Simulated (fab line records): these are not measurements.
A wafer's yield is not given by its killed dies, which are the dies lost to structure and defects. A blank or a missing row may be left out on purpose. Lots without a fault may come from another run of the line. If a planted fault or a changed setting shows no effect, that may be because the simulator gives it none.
Commonality check across tools :: flow nand harc :: 15 wafers sampled across 5 lots

WHY THIS WAS OPENED
On 3 of the 5 lots, a flag is raised at NHARC_END_SORT_01 on the reading killed at array. No-fault wafers: 26, standard deviation 9.7.
Rule: a lot is flagged when every wafer of it that has a number lies more than 4 standard deviations from that mean, or none has a number. All remaining lots are regarded as sound.

lot: L700
measured: day 21 05:54
on: prober-02
killed at array, wafer by wafer: 675 674 668
flag: FLAGGED

lot: L699
measured: day 21 16:19
on: prober-01
killed at array, wafer by wafer: 671 676 673
flag: FLAGGED

lot: L697
measured: day 21 21:27
on: prober-02
killed at array, wafer by wafer: 676 674 676
flag: FLAGGED

lot: L706
measured: day 23 15:46
on: prober-01
killed at array, wafer by wafer: 36 42 38
flag: 

lot: L710
measured: day 24 08:17
on: prober-02
killed at array, wafer by wafer: 31 26 32
flag: 
On average the flagged lots' numbers are 674, which is +648 against the usual, or +67 standard deviations.

WHICH TOOL EACH LOT WENT THROUGH
Before the reading, the record contains 4 process steps out of a 1159-step route. Every cell lists first the tool, next ch and the chambers used by the sampled wafers, and last the start.
lot: L700
flag: FLAGGED
NHARC_A_STAIRCASE_ALD_415: ald hk-04 ch 0,1, day 14 04:36
NHARC_A_STAIRCASE_DEP_417: pecvd-02 ch 1,2, day 14 06:55
NHARC_A_STAIRCASE_DEP_322: pecvd-01 ch 0,1, day 14 23:59
NHARC_A_STAIRCASE_DEP_325: pecvd-01 ch 0,1,2, day 15 09:55

lot: L699
flag: FLAGGED
NHARC_A_STAIRCASE_ALD_415: ald hk-02 ch 0,1, day 14 03:26
NHARC_A_STAIRCASE_DEP_417: pecvd-04 ch 1,2, day 14 05:45
NHARC_A_STAIRCASE_DEP_322: pecvd-01 ch 0,1, day 14 23:13
NHARC_A_STAIRCASE_DEP_325: pecvd-04 ch 0,1,2, day 15 10:02

lot: L697
flag: FLAGGED
NHARC_A_STAIRCASE_ALD_415: ald hk-02 ch 0,1,3, day 14 05:37
NHARC_A_STAIRCASE_DEP_417: pecvd-01 ch 0,1, day 14 07:28
NHARC_A_STAIRCASE_DEP_322: pecvd-01 ch 0,2, day 15 07:23
NHARC_A_STAIRCASE_DEP_325: pecvd-02 ch 0,2, day 15 14:29

lot: L706
flag: 
NHARC_A_STAIRCASE_ALD_415: ald hk-03 ch 0,1,3, day 16 05:52
NHARC_A_STAIRCASE_DEP_417: pecvd-04 ch 0,2, day 16 08:12
NHARC_A_STAIRCASE_DEP_322: pecvd-04 ch 0,1, day 17 05:47
NHARC_A_STAIRCASE_DEP_325: pecvd-02 ch 0,2, day 17 14:17

lot: L710
flag: 
NHARC_A_STAIRCASE_ALD_415: ald hk-02 ch 0,1, day 16 15:58
NHARC_A_STAIRCASE_DEP_417: pecvd-01 ch 0,1,2, day 16 18:10
NHARC_A_STAIRCASE_DEP_322: pecvd-01 ch 0,1,2, day 17 17:23
NHARC_A_STAIRCASE_DEP_325: pecvd-04 ch 0,1,2, day 18 00:30
What these steps do:
- NHARC_A_STAIRCASE_ALD_415: deposits SiO2, target thk 30 nm, pulse time 6 s, ald cycles 300.
- NHARC_A_STAIRCASE_DEP_417: deposits Si3N4, target thk 60 nm.
- NHARC_A_STAIRCASE_DEP_322: deposits SiO2, target thk 3800 nm.
- NHARC_A_STAIRCASE_DEP_325: deposits SiO2, target thk 3800 nm.
- NHARC_END_SORT_01

FLAGGED AGAINST TOTAL, ONE TOOL AT A TIME (gauges that did the reading follow at the end)
step: NHARC_A_STAIRCASE_ALD_415
tool: ald hk-02
lots run: 3
flagged: 2
share of the flagged lots: some
sound lots run after its first flagged lot: 1 (L710)

step: NHARC_A_STAIRCASE_ALD_415
tool: ald hk-03
lots run: 1
flagged: 0
share of the flagged lots: none
sound lots run after its first flagged lot: -

step: NHARC_A_STAIRCASE_ALD_415
tool: ald hk-04
lots run: 1
flagged: 1
share of the flagged lots: some
sound lots run after its first flagged lot: 0

step: NHARC_A_STAIRCASE_DEP_417
tool: pecvd-01
lots run: 2
flagged: 1
share of the flagged lots: some
sound lots run after its first flagged lot: 1 (L710)

step: NHARC_A_STAIRCASE_DEP_417
tool: pecvd-02
lots run: 1
flagged: 1
share of the flagged lots: some
sound lots run after its first flagged lot: 0

step: NHARC_A_STAIRCASE_DEP_417
tool: pecvd-04
lots run: 2
flagged: 1
share of the flagged lots: some
sound lots run after its first flagged lot: 1 (L706)

step: NHARC_A_STAIRCASE_DEP_322
tool: pecvd-01
lots run: 4
flagged: 3
share of the flagged lots: all
sound lots run after its first flagged lot: 1 (L710)

step: NHARC_A_STAIRCASE_DEP_322
tool: pecvd-04
lots run: 1
flagged: 0
share of the flagged lots: none
sound lots run after its first flagged lot: -

step: NHARC_A_STAIRCASE_DEP_325
tool: pecvd-01
lots run: 1
flagged: 1
share of the flagged lots: some
sound lots run after its first flagged lot: 0

step: NHARC_A_STAIRCASE_DEP_325
tool: pecvd-02
lots run: 2
flagged: 1
share of the flagged lots: some
sound lots run after its first flagged lot: 1 (L706)

step: NHARC_A_STAIRCASE_DEP_325
tool: pecvd-04
lots run: 2
flagged: 1
share of the flagged lots: some
sound lots run after its first flagged lot: 1 (L710)

step: NHARC_END_SORT_01
tool: prober-01
lots run: 2
flagged: 1
share of the flagged lots: some
sound lots run after its first flagged lot: 1 (L706)

step: NHARC_END_SORT_01
tool: prober-02
lots run: 3
flagged: 2
share of the flagged lots: some
sound lots run after its first flagged lot: 1 (L710)

THE TABLE: WHAT IT ALLOWS
Rows of the table that ran each flagged lot: 1, that is pecvd-01 at NHARC_A_STAIRCASE_DEP_322.
- pecvd-01 at NHARC_A_STAIRCASE_DEP_322: 3 of its 4 lots flagged. After the first flagged lot (L710), sound lots still ran on it; a lasting fault on the whole tool would not permit that.
Not one row of the table ran every flagged lot while running no sound lot after the first.

WHAT WAS PUT IN BY THE SIMULATOR
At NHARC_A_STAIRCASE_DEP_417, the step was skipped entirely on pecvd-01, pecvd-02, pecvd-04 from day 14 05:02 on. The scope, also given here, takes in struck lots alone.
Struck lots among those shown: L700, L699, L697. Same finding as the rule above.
